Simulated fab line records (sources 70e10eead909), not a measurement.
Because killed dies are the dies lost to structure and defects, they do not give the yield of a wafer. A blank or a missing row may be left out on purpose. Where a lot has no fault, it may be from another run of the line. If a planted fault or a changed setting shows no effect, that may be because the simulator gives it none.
Matching of chambers -- flow nand-harc -- NHARC_A_DECK1_JOINT_CMP_13 on cmp-01 has 4 sister chambers
The step polishes, target thk 51.023 nm. 8 wafers are shown with their chamber, then 8 later ones without.

WAFERS WITH THEIR CHAMBER
wafer,chamber,motor-current-A (A),time-to-endpoint-s (s)
L082.4,3,10.6,9.6
L082.6,0,12.4,8.4
L087.2,3,10.8,11.1
L087.6,0,13.1,10.8
L088.2,2,13.1,8.9
L088.5,2,12.5,8.0
L088.6,1,12.3,9.6
L090.1,1,12.9,9.5

WAFERS WITH NO CHAMBER GIVEN
wafer,motor-current-A (A),time-to-endpoint-s (s)
L090.2,12.4,8.1
L090.6,12.8,8.9
L094.1,12.4,8.8
L094.3,12.2,5.7
L094.4,12.5,7.1
L096.2,12.5,9.3
L096.5,12.3,9.8
L096.6,12.3,9.3

CHAMBER TAKEN BY EACH
wafer,from the rows above,in truth
L090.2,can't be placed: 2 or 1 or 0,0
L090.6,can't be placed: 2 or 0 or 1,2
L094.1,can't be placed: 1 or 2 or 0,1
L094.3,can't be placed: 2 or 1 or 0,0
L094.4,can't be placed: 2 or 1 or 0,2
L096.2,can't be placed: 1 or 0 or 2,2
L096.5,can't be placed: 1 or 0 or 2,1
L096.6,can't be placed: 1 or 0 or 2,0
Correct placement for 0 of the 8. Unplaceable from these rows: 8, with the true chamber sitting among the candidates in 8. 0 placed wrongly.
How it was worked out, from the rows above alone: a wafer's distance from a chamber is the root of the sum, over the readings, of the square of ((its reading less the chamber's mean) divided by the reading's scatter). If the next closest chamber is less than 2 further off than the closest, the wafer can't be placed; otherwise it belongs to the closest. The mean given for a chamber averages the wafers shown for that chamber. The scatter is the square root of a quotient: the sum, over the shown wafers, of each reading's squared deviation from its chamber's mean, divided by wafers minus chambers.
